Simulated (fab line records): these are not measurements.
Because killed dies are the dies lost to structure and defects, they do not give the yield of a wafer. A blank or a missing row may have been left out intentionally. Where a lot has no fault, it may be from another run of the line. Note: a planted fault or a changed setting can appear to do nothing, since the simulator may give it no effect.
Which tool was responsible? | flow nand-harc | Sampling: 24 lots, 72 wafers, 6 of 1159 route steps

== WHAT THE GAUGES SHOWED, per wafer ==
The record lacks any reading of a measuring or inspecting step that a usual standard deviation could be used to judge.

== WHICH TOOL RAN EACH LOT (tool, then ch and the chambers of the sampled wafers, then the start) ==
lot  | NHARC_A_STAIRCASE_TRIM_220         | NHARC_A_STAIRCASE_ETCH_227                    | NHARC_A_STAIRCASE_TRIM_235                    | NHARC_A_STAIRCASE_ETCH_236                    | NHARC_A_STAIRCASE_HM_DEP_456  | NHARC_A_STAIRCASE_HM_DEP_462
L074 | rie-diel-12 ch 1,2,3, day 11 09:07 | rie-diel-12 ch 0,2,3, day 11 14:22 or earlier | rie-diel-12 ch 0,3, day 11 14:22 or earlier   | rie-diel-12 ch 0,1,2, day 11 14:22 or earlier | acl-dep-03 ch 0, day 11 14:22 | acl-dep-02 ch 0, day 11 19:31
L076 | rie-diel-12 ch 1,3, day 11 19:12   | rie-diel-12 ch 0,1,2, day 11 23:54 or earlier | rie-diel-12 ch 0,3, day 11 23:54 or earlier   | rie-diel-12 ch 0,1,3, day 11 23:54 or earlier | acl-dep-02 ch 0, day 11 23:54 | acl-dep-01 ch 0, day 12 05:55
L075 | rie-diel-12 ch 1,3, day 11 22:00   | rie-diel-12 ch 0,1,3, day 12 03:11 or earlier | rie-diel-12 ch 1,3, day 12 03:11 or earlier   | rie-diel-12 ch 0,1, day 12 03:11 or earlier   | acl-dep-01 ch 0, day 12 03:11 | acl-dep-03 ch 0, day 12 08:15
L078 | rie-diel-12 ch 0,1, day 12 07:27   | rie-diel-12 ch 0,1, day 12 13:01 or earlier   | rie-diel-08 ch 0,1, day 12 13:01 or earlier   | rie-diel-08 ch 0,2,3, day 12 13:01 or earlier | acl-dep-02 ch 0, day 12 13:01 | acl-dep-03 ch 0, day 12 18:34
L077 | rie-diel-11 ch 1,2,3, day 12 07:58 | rie-diel-11 ch 0,2, day 12 22:55 or earlier   | rie-diel-11 ch 1,2,3, day 12 22:55 or earlier | rie-diel-11 ch 0,2, day 12 22:55 or earlier   | acl-dep-03 ch 0, day 12 22:55 | acl-dep-03 ch 0, day 13 05:15
L079 | rie-diel-08 ch 0,3, day 12 22:46   | rie-diel-08 ch 0,1,3, day 13 03:40 or earlier | rie-diel-08 ch 1,2, day 13 03:40 or earlier   | rie-diel-08 ch 1,2,3, day 13 03:40 or earlier | acl-dep-02 ch 0, day 13 03:40 | acl-dep-02 ch 0, day 13 11:46
L080 | rie-diel-08 ch 1,2,3, day 13 08:13 | rie-diel-08 ch 0,2,3, day 13 22:16 or earlier | rie-diel-08 ch 1,2, day 13 22:16 or earlier   | rie-diel-08 ch 1,2,3, day 13 22:16 or earlier | acl-dep-02 ch 0, day 13 22:16 | acl-dep-03 ch 0, day 14 05:21
L081 | rie-diel-12 ch 0,1,3, day 13 08:38 | rie-diel-12 ch 1,2,3, day 13 22:45 or earlier | rie-diel-12 ch 0,2,3, day 13 22:45 or earlier | rie-diel-12 ch 0,2,3, day 13 22:45 or earlier | acl-dep-03 ch 0, day 13 22:45 | acl-dep-01 ch 0, day 14 07:19
L083 | rie-diel-08 ch 1,2,3, day 13 12:05 | rie-diel-08 ch 0,1,3, day 14 01:39 or earlier | rie-diel-11 ch 2,3, day 14 01:39 or earlier   | rie-diel-11 ch 1,2,3, day 14 01:39 or earlier | acl-dep-02 ch 0, day 14 01:39 | acl-dep-02 ch 0, day 14 10:55
L082 | rie-diel-12 ch 2,3, day 13 12:23   | rie-diel-12 ch 1,2, day 14 00:36 or earlier   | rie-diel-12 ch 2,3, day 14 00:36 or earlier   | rie-diel-12 ch 0,3, day 14 00:36 or earlier   | acl-dep-03 ch 0, day 14 00:36 | acl-dep-01 ch 0, day 14 09:11
L084 | rie-diel-12 ch 1,3, day 15 07:57   | rie-diel-12 ch 0,1,3, day 15 12:59 or earlier | rie-diel-12 ch 0,3, day 15 12:59 or earlier   | rie-diel-12 ch 1,3, day 15 12:59 or earlier   | acl-dep-01 ch 0, day 15 12:59 | acl-dep-01 ch 0, day 15 18:07
L085 | rie-diel-08 ch 0,1,3, day 15 08:08 | rie-diel-08 ch 0,2, day 15 14:41 or earlier   | rie-diel-12 ch 1,2,3, day 15 14:41 or earlier | rie-diel-12 ch 1,2, day 15 14:41 or earlier   | acl-dep-02 ch 0, day 15 14:41 | acl-dep-01 ch 0, day 15 22:14
L088 | rie-diel-08 ch 1,2, day 15 14:35   | rie-diel-08 ch 1,3, day 15 22:56 or earlier   | rie-diel-08 ch 0,2, day 15 22:56 or earlier   | rie-diel-08 ch 0,2, day 15 22:56 or earlier   | acl-dep-03 ch 0, day 15 22:56 | acl-dep-03 ch 0, day 16 05:17
L091 | rie-diel-08 ch 0,1,2, day 15 18:00 | rie-diel-08 ch 0,2,3, day 16 01:46 or earlier | rie-diel-12 ch 0,2,3, day 16 01:46 or earlier | rie-diel-12 ch 0,1,3, day 16 01:46 or earlier | acl-dep-01 ch 0, day 16 01:46 | acl-dep-01 ch 0, day 16 08:22
L087 | rie-diel-12 ch 0,1,2, day 15 23:20 | rie-diel-12 ch 0,2, day 16 07:26 or earlier   | rie-diel-12 ch 0,2,3, day 16 07:26 or earlier | rie-diel-12 ch 1,3, day 16 07:26 or earlier   | acl-dep-03 ch 0, day 16 07:26 | acl-dep-01 ch 0, day 16 13:10
L089 | rie-diel-08 ch 0,1,2, day 16 03:06 | rie-diel-08 ch 0,2,3, day 16 09:23 or earlier | rie-diel-11 ch 0,1,2, day 16 09:23 or earlier | rie-diel-11 ch 1,2,3, day 16 09:23 or earlier | acl-dep-02 ch 0, day 16 09:23 | acl-dep-03 ch 0, day 16 14:32
L092 | rie-diel-08 ch 0,2,3, day 16 11:58 | rie-diel-08 ch 1,2,3, day 16 18:21 or earlier | rie-diel-12 ch 0,1, day 16 18:21 or earlier   | rie-diel-12 ch 0,2,3, day 16 18:21 or earlier | acl-dep-03 ch 0, day 16 18:21 | acl-dep-03 ch 0, day 17 01:23
L086 | rie-diel-08 ch 0,1,2, day 16 14:25 | rie-diel-08 ch 0,3, day 16 22:19 or earlier   | rie-diel-12 ch 0,1, day 16 22:19 or earlier   | rie-diel-12 ch 1,2,3, day 16 22:19 or earlier | acl-dep-01 ch 0, day 16 22:19 | acl-dep-01 ch 0, day 17 04:04
L090 | rie-diel-08 ch 0,2,3, day 16 16:42 | rie-diel-08 ch 0,1,3, day 17 00:37 or earlier | rie-diel-12 ch 1,3, day 17 00:37 or earlier   | rie-diel-12 ch 1,2, day 17 00:37 or earlier   | acl-dep-02 ch 0, day 17 00:37 | acl-dep-03 ch 0, day 17 06:37
L094 | rie-diel-08 ch 0,1,2, day 16 20:59 | rie-diel-08 ch 0,1,2, day 17 04:07 or earlier | rie-diel-08 ch 0,1,2, day 17 04:07 or earlier | rie-diel-08 ch 0,1,2, day 17 04:07 or earlier | acl-dep-03 ch 0, day 17 04:07 | acl-dep-03 ch 0, day 17 11:31
L093 | rie-diel-08 ch 0,1, day 16 23:55   | rie-diel-08 ch 0,1,2, day 17 09:04 or earlier | rie-diel-08 ch 1,2, day 17 09:04 or earlier   | rie-diel-08 ch 0,2, day 17 09:04 or earlier   | acl-dep-03 ch 0, day 17 09:04 | acl-dep-01 ch 0, day 17 16:25
L095 | rie-diel-11 ch 0,1,2, day 17 00:50 | rie-diel-11 ch 0,1,3, day 17 08:04 or earlier | rie-diel-11 ch 0,1,2, day 17 08:04 or earlier | rie-diel-11 ch 0,3, day 17 08:04 or earlier   | acl-dep-02 ch 0, day 17 08:04 | acl-dep-03 ch 0, day 17 13:59
L096 | rie-diel-11 ch 0,1,2, day 17 07:41 | rie-diel-11 ch 0,1,3, day 17 13:58 or earlier | rie-diel-12 ch 0,1,3, day 17 13:58 or earlier | rie-diel-12 ch 0,1,2, day 17 13:58 or earlier | acl-dep-02 ch 0, day 17 13:58 | acl-dep-03 ch 0, day 17 19:33
L097 | rie-diel-12 ch 0,3, day 17 14:04   | rie-diel-12 ch 1,2,3, day 17 21:44 or earlier | rie-diel-12 ch 0,1,2, day 17 21:44 or earlier | rie-diel-12 ch 0,2,3, day 17 21:44 or earlier | acl-dep-02 ch 0, day 17 21:44 | acl-dep-02 ch 0, day 18 04:07
- NHARC_A_STAIRCASE_TRIM_220: chemistry O2, time 211.2 s.
- NHARC_A_STAIRCASE_ETCH_227: etches the open film in C4F8/O2, target depth 100 nm, time 40.5 s.
- NHARC_A_STAIRCASE_TRIM_235: chemistry O2, time 211.2 s.
- NHARC_A_STAIRCASE_ETCH_236: etches the open film in C4F8/O2, target depth 100 nm, time 40.5 s.
- NHARC_A_STAIRCASE_HM_DEP_456: deposits aC, target thk 1500 nm.
- NHARC_A_STAIRCASE_HM_DEP_462: deposits aC, target thk 800 nm.

== AS READ BY THE TOOLS THEMSELVES (means over the sampled wafers that have a number; for cases with no such wafer, the mark the record gives instead) ==
NHARC_A_STAIRCASE_TRIM_220. Usual: drypump-motor-current-A 5.6 A, standard deviation 0.53; oes-product-au 0.997 a.u., standard deviation 0.0076; rf-vpp-V 57.8 V, standard deviation 1; showerhead-plenum-p-Torr 3.55 Torr, standard deviation 0.17; throttle-valve-pct 17.036 %, standard deviation 0.0099.
lot  | tool        | drypump-motor-current-A (A) | oes-product-au (a.u.) | rf-vpp-V (V) | showerhead-plenum-p-Torr (Torr) | throttle-valve-pct (%) | flag
L074 | rie-diel-12 | 5.8                         | 1.000                 | 57.8         | 3.56                            | 17.034                 |
L076 | rie-diel-12 | 6.0                         | 0.996                 | 57.9         | 3.69                            | 17.042                 |
L075 | rie-diel-12 | 6.0                         | 0.991                 | 57.7         | 3.69                            | 17.038                 |
L078 | rie-diel-12 | 6.1                         | 0.999                 | 58.1         | 3.60                            | 17.038                 |
L077 | rie-diel-11 | 5.7                         | 1.003                 | 57.2         | 3.44                            | 17.041                 |
L079 | rie-diel-08 | 5.3                         | 0.998                 | 57.4         | 3.36                            | 17.038                 |
L080 | rie-diel-08 | 5.1                         | 0.994                 | 56.2         | 3.58                            | 17.034                 |
L081 | rie-diel-12 | 6.2                         | 1.000                 | 58.0         | 3.59                            | 17.042                 |
L083 | rie-diel-08 | 5.1                         | 0.984                 | 57.3         | 3.57                            | 17.038                 |
L082 | rie-diel-12 | 5.5                         | 1.002                 | 57.3         | 3.42                            | 17.033                 |
L084 | rie-diel-12 | 6.1                         | 0.995                 | 58.0         | 3.67                            | 17.035                 |
L085 | rie-diel-08 | 5.4                         | 0.993                 | 57.6         | 3.61                            | 17.027                 |
L088 | rie-diel-08 | 5.2                         | 1.001                 | 57.9         | 3.65                            | 17.043                 |
L091 | rie-diel-08 | 5.3                         | 1.004                 | 57.3         | 3.70                            | 17.034                 |
L087 | rie-diel-12 | 5.9                         | 0.991                 | 57.5         | 3.46                            | 17.046                 |
L089 | rie-diel-08 | 5.3                         | 0.991                 | 57.7         | 3.70                            | 17.026                 |
L092 | rie-diel-08 | 5.2                         | 0.996                 | 57.6         | 3.63                            | 17.035                 |
L086 | rie-diel-08 | 5.3                         | 0.989                 | 58.6         | 3.70                            | 17.030                 |
L090 | rie-diel-08 | 5.2                         | 0.997                 | 58.0         | 3.63                            | 17.027                 |
L094 | rie-diel-08 | 5.3                         | 0.993                 | 58.3         | 3.70                            | 17.044                 |
L093 | rie-diel-08 | 5.5                         | 1.001                 | 58.2         | 3.67                            | 17.036                 |
L095 | rie-diel-11 | 6.1                         | 0.995                 | 58.0         | 3.41                            | 17.041                 |
L096 | rie-diel-11 | 6.1                         | 0.997                 | 57.7         | 3.40                            | 17.036                 |
L097 | rie-diel-12 | 6.3                         | 0.989                 | 58.6         | 3.48                            | 17.032                 |

NHARC_A_STAIRCASE_ETCH_227. Usual: oes-product-au 0.937 a.u., standard deviation 0.0089; rf-vpp-V 897 V, standard deviation 6.2.
lot  | tool        | oes-product-au (a.u.) | rf-vpp-V (V) | flag
L074 | rie-diel-12 | 0.943                 | 894          |
L076 | rie-diel-12 | 0.937                 | 894          |
L075 | rie-diel-12 | 0.932                 | 898          |
L078 | rie-diel-12 | 0.941                 | 895          |
L077 | rie-diel-11 | 0.944                 | 890          |
L079 | rie-diel-08 | 0.945                 | 893          |
L080 | rie-diel-08 | 0.932                 | 893          |
L081 | rie-diel-12 | 0.938                 | 897          |
L083 | rie-diel-08 | 0.937                 | 893          |
L082 | rie-diel-12 | 0.953                 | 898          |
L084 | rie-diel-12 | 0.935                 | 899          |
L085 | rie-diel-08 | 0.940                 | 904          |
L088 | rie-diel-08 | 0.940                 | 897          |
L091 | rie-diel-08 | 0.941                 | 900          |
L087 | rie-diel-12 | 0.933                 | 889          |
L089 | rie-diel-08 | 0.929                 | 900          |
L092 | rie-diel-08 | 0.941                 | 897          |
L086 | rie-diel-08 | 0.930                 | 900          |
L090 | rie-diel-08 | 0.930                 | 899          |
L094 | rie-diel-08 | 0.931                 | 901          |
L093 | rie-diel-08 | 0.920                 | 902          |
L095 | rie-diel-11 | 0.941                 | 890          |
L096 | rie-diel-11 | 0.946                 | 890          |
L097 | rie-diel-12 | 0.952                 | 897          |

NHARC_A_STAIRCASE_TRIM_235. Usual: drypump-motor-current-A 5.8 A, standard deviation 0.53; oes-product-au 0.998 a.u., standard deviation 0.0077; rf-vpp-V 57.7 V, standard deviation 0.95; showerhead-plenum-p-Torr 3.52 Torr, standard deviation 0.16; throttle-valve-pct 17.037 %, standard deviation 0.0094.
lot  | tool        | drypump-motor-current-A (A) | oes-product-au (a.u.) | rf-vpp-V (V) | showerhead-plenum-p-Torr (Torr) | throttle-valve-pct (%) | flag
L074 | rie-diel-12 | 6.3                         | 0.996                 | 56.9         | 3.50                            | 17.047                 |
L076 | rie-diel-12 | 6.2                         | 1.000                 | 58.6         | 3.59                            | 17.037                 |
L075 | rie-diel-12 | 6.0                         | 0.995                 | 58.6         | 3.69                            | 17.036                 |
L078 | rie-diel-08 | 5.5                         | 0.995                 | 58.7         | 3.51                            | 17.041                 |
L077 | rie-diel-11 | 5.7                         | 0.996                 | 57.4         | 3.44                            | 17.028                 |
L079 | rie-diel-08 | 5.0                         | 0.993                 | 56.8         | 3.68                            | 17.041                 |
L080 | rie-diel-08 | 5.1                         | 0.997                 | 57.4         | 3.67                            | 17.031                 |
L081 | rie-diel-12 | 5.9                         | 1.001                 | 58.1         | 3.46                            | 17.030                 |
L083 | rie-diel-11 | 5.6                         | 0.999                 | 57.9         | 3.45                            | 17.036                 |
L082 | rie-diel-12 | 5.5                         | 0.989                 | 58.0         | 3.42                            | 17.040                 |
L084 | rie-diel-12 | 6.3                         | 0.990                 | 57.1         | 3.49                            | 17.039                 |
L085 | rie-diel-12 | 5.7                         | 0.995                 | 57.9         | 3.55                            | 17.036                 |
L088 | rie-diel-08 | 5.1                         | 0.998                 | 58.9         | 3.73                            | 17.040                 |
L091 | rie-diel-12 | 5.9                         | 1.003                 | 57.3         | 3.45                            | 17.030                 |
L087 | rie-diel-12 | 5.9                         | 0.995                 | 57.0         | 3.45                            | 17.037                 |
L089 | rie-diel-11 | 6.1                         | 0.998                 | 58.0         | 3.41                            | 17.033                 |
L092 | rie-diel-12 | 6.3                         | 0.986                 | 56.9         | 3.49                            | 17.037                 |
L086 | rie-diel-12 | 6.1                         | 0.996                 | 57.9         | 3.58                            | 17.042                 |
L090 | rie-diel-12 | 6.0                         | 0.994                 | 58.0         | 3.67                            | 17.042                 |
L094 | rie-diel-08 | 5.4                         | 1.000                 | 58.6         | 3.70                            | 17.039                 |
L093 | rie-diel-08 | 5.2                         | 1.008                 | 57.8         | 3.64                            | 17.038                 |
L095 | rie-diel-11 | 6.1                         | 0.992                 | 56.9         | 3.40                            | 17.028                 |
L096 | rie-diel-12 | 6.2                         | 0.997                 | 58.4         | 3.57                            | 17.035                 |
L097 | rie-diel-12 | 5.8                         | 1.001                 | 57.4         | 3.45                            | 17.048                 |

NHARC_A_STAIRCASE_ETCH_236. Usual: oes-product-au 0.937 a.u., standard deviation 0.0089; rf-vpp-V 896 V, standard deviation 6.2.
lot  | tool        | oes-product-au (a.u.) | rf-vpp-V (V) | flag
L074 | rie-diel-12 | 0.943                 | 895          |
L076 | rie-diel-12 | 0.931                 | 899          |
L075 | rie-diel-12 | 0.941                 | 898          |
L078 | rie-diel-08 | 0.928                 | 894          |
L077 | rie-diel-11 | 0.940                 | 893          |
L079 | rie-diel-08 | 0.929                 | 898          |
L080 | rie-diel-08 | 0.935                 | 897          |
L081 | rie-diel-12 | 0.945                 | 894          |
L083 | rie-diel-11 | 0.940                 | 893          |
L082 | rie-diel-12 | 0.941                 | 895          |
L084 | rie-diel-12 | 0.945                 | 901          |
L085 | rie-diel-12 | 0.945                 | 892          |
L088 | rie-diel-08 | 0.936                 | 904          |
L091 | rie-diel-12 | 0.935                 | 898          |
L087 | rie-diel-12 | 0.935                 | 901          |
L089 | rie-diel-11 | 0.945                 | 892          |
L092 | rie-diel-12 | 0.940                 | 893          |
L086 | rie-diel-12 | 0.931                 | 896          |
L090 | rie-diel-12 | 0.941                 | 891          |
L094 | rie-diel-08 | 0.927                 | 902          |
L093 | rie-diel-08 | 0.938                 | 904          |
L095 | rie-diel-11 | 0.932                 | 889          |
L096 | rie-diel-12 | 0.940                 | 894          |
L097 | rie-diel-12 | 0.939                 | 892          |

NHARC_A_STAIRCASE_HM_DEP_456. Usual: throttle-valve-pct at 35.000 %, with a standard deviation of 0.0092.
lot  | tool       | throttle-valve-pct (%) | flag
L074 | acl-dep-03 | 35.003                 |
L076 | acl-dep-02 | 34.997                 |
L075 | acl-dep-01 | 34.996                 |
L078 | acl-dep-02 | 35.000                 |
L077 | acl-dep-03 | 34.995                 |
L079 | acl-dep-02 | 35.006                 |
L080 | acl-dep-02 | 34.999                 |
L081 | acl-dep-03 | 34.994                 |
L083 | acl-dep-02 | 35.001                 |
L082 | acl-dep-03 | 35.006                 |
L084 | acl-dep-01 | 34.997                 |
L085 | acl-dep-02 | 34.991                 |
L088 | acl-dep-03 | 34.997                 |
L091 | acl-dep-01 | 34.993                 |
L087 | acl-dep-03 | 35.000                 |
L089 | acl-dep-02 | 34.997                 |
L092 | acl-dep-03 | 35.000                 |
L086 | acl-dep-01 | 35.001                 |
L090 | acl-dep-02 | 34.997                 |
L094 | acl-dep-03 | 34.996                 |
L093 | acl-dep-03 | 35.002                 |
L095 | acl-dep-02 | 35.004                 |
L096 | acl-dep-02 | 35.003                 |
L097 | acl-dep-02 | 35.003                 |

NHARC_A_STAIRCASE_HM_DEP_462. Usual: throttle-valve-pct at 35.000 %, with a standard deviation of 0.0092.
lot  | tool       | throttle-valve-pct (%) | flag
L074 | acl-dep-02 | 34.993                 |
L076 | acl-dep-01 | 34.998                 |
L075 | acl-dep-03 | 35.005                 |
L078 | acl-dep-03 | 35.005                 |
L077 | acl-dep-03 | 34.996                 |
L079 | acl-dep-02 | 35.009                 |
L080 | acl-dep-03 | 35.000                 |
L081 | acl-dep-01 | 35.000                 |
L083 | acl-dep-02 | 35.001                 |
L082 | acl-dep-01 | 35.002                 |
L084 | acl-dep-01 | 35.002                 |
L085 | acl-dep-01 | 34.996                 |
L088 | acl-dep-03 | 35.006                 |
L091 | acl-dep-01 | 35.000                 |
L087 | acl-dep-01 | 35.004                 |
L089 | acl-dep-03 | 35.001                 |
L092 | acl-dep-03 | 35.002                 |
L086 | acl-dep-01 | 35.005                 |
L090 | acl-dep-03 | 35.006                 |
L094 | acl-dep-03 | 34.999                 |
L093 | acl-dep-01 | 35.002                 |
L095 | acl-dep-03 | 34.995                 |
L096 | acl-dep-03 | 34.992                 |
L097 | acl-dep-02 | 34.999                 |

== THE ANSWER, worked out from the rows above alone ==
Rule: a lot is off if the mean of its wafers that have a number lies more than 3 standard deviations from the usual mean. Also off: a lot with no number at a reading for which 4 or more lots have one. The other lots that the step has rows for count as sound. First the gauges in route order, then the tools' own readings, where a lot's mean is used as printed above. At the first step where some lot is off, the reading lying furthest off is the one used; lots without a number count as furthest.
No lot is off on any of the readings shown, so nothing can be concluded from this.

== WHAT THE SIMULATOR PUT IN ==
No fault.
